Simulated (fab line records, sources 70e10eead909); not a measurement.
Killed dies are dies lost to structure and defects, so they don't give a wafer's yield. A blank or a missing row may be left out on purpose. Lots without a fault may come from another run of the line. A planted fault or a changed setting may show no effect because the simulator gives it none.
One fault seen from 3 desks | flow nand_harc | each desk has only its own numbers; what lay behind them comes last

THE METROLOGY DESK
What the gauges read, lot by lot, whatever tool the lot ran on: means of the sampled wafers that have a number. A lot is out of limits, marked OUT, if its mean lies more than 4 standard deviations from the usual mean; the brackets give that distance.
Columns: A = overlay_x_nm at NHARC_P_M2_OVL_MEAS_10, usual 0.0 nm; B = overlay_y_nm at NHARC_P_M2_OVL_MEAS_10, usual 0.0 nm
lot  | first seen here | A    | B
L482 | day 7 05:24     | 0.4  | -1.8
L483 | day 7 05:38     | 0.2  | -0.1
L486 | day 8 06:05     | 0.6  | -1.0
L489 | day 9 21:23     | -0.4 | -0.9
L490 | day 10 01:34    | 2.1  | -0.2
L491 | day 10 18:37    | -0.2 | -1.0
L493 | day 11 16:52    | -0.8 | 0.2
L494 | day 11 22:02    | 0.4  | -1.1
L496 | day 12 14:29    | -0.4 | 1.1
L497 | day 13 04:30    | 0.2  | 0.0
L499 | day 13 17:14    | 1.2  | -0.9
L501 | day 14 15:43    | 0.3  | 0.7
L503 | day 15 22:09    | -1.5 | -0.5
L504 | day 16 06:21    | -2.8 | 0.8
This desk's finding: nothing out of limits on any of the 14 lots.

THE DEFECT DESK
What the inspections along the route counted, lot by lot: means of the sampled wafers that have a number. A lot is out of limits, marked OUT, if its mean lies more than 4 standard deviations from the usual mean; the brackets give that distance.
Columns: A = raw_defect_count at NHARC_P_M2_INSPECT_11, usual 5
lot  | first seen here | A
L482 | day 7 05:26     | 2
L483 | day 7 05:41     | 4
L486 | day 8 06:08     | 2
L489 | day 9 21:26     | 7
L490 | day 10 01:36    | 3
L491 | day 10 18:40    | 6
L493 | day 11 16:54    | 8
L494 | day 11 22:05    | 9
L496 | day 12 14:31    | 2
L497 | day 13 04:32    | 5
L499 | day 13 17:16    | 3
L501 | day 14 15:46    | 2
L503 | day 15 22:11    | 6
L504 | day 16 06:23    | 3
This desk's finding: nothing out of limits on any of the 14 lots.

THE TOOL OWNER'S DESK: rie_diel-13
The tool's own readings at NHARC_P_M2_ETCH_28 (etches the open film in CF4/N2, target depth 30 nm, time 72.99 s): means of the sampled wafers that have a number, for each lot that ran on this tool. A lot is out of limits, marked OUT, if its mean lies more than 4 standard deviations from the usual mean; the brackets give that distance. Of its 9 readings 7 are shown: those that lie furthest out on some lot.
Columns: A = bias_w at NHARC_P_M2_ETCH_28, usual 100.01 W; B = chamber_pressure_mTorr at NHARC_P_M2_ETCH_28, usual 30.000 mTorr; C = drypump_motor_current_A at NHARC_P_M2_ETCH_28, usual 5.9 A; D = n2_flow_sccm at NHARC_P_M2_ETCH_28, usual 99.97 sccm; E = oes_product_au at NHARC_P_M2_ETCH_28, usual 0.998 a.u.; F = rf_vpp_V at NHARC_P_M2_ETCH_28, usual 314.7 V; G = throttle_valve_pct at NHARC_P_M2_ETCH_28, usual 19.795 %
lot  | first seen here | A      | B      | C   | D      | E     | F     | G
L483 | day 7 06:22     | 100.18 | 30.020 | 6.3 | 100.03 | 0.996 | 315.6 | 19.800
L496 | day 12 15:11    | 99.84  | 30.003 | 5.9 | 100.29 | 1.003 | 314.1 | 19.802
L497 | day 13 05:14    | 100.31 | 29.991 | 5.7 | 99.96  | 1.012 | 314.9 | 19.803
L501 | day 14 16:32    | 100.10 | 30.004 | 6.0 | 99.92  | 1.006 | 314.7 | 19.783
L503 | day 15 22:56    | 100.02 | 29.990 | 5.8 | 99.97  | 1.005 | 315.9 | 19.797
This desk's finding: nothing out of limits on any of the 5 lots.

PUT TOGETHER
The metrology desk saw nothing out of limits.
The defect desk saw nothing out of limits.
The tool owner's desk saw nothing out of limits.

WHAT THE SIMULATOR HAD PUT IN
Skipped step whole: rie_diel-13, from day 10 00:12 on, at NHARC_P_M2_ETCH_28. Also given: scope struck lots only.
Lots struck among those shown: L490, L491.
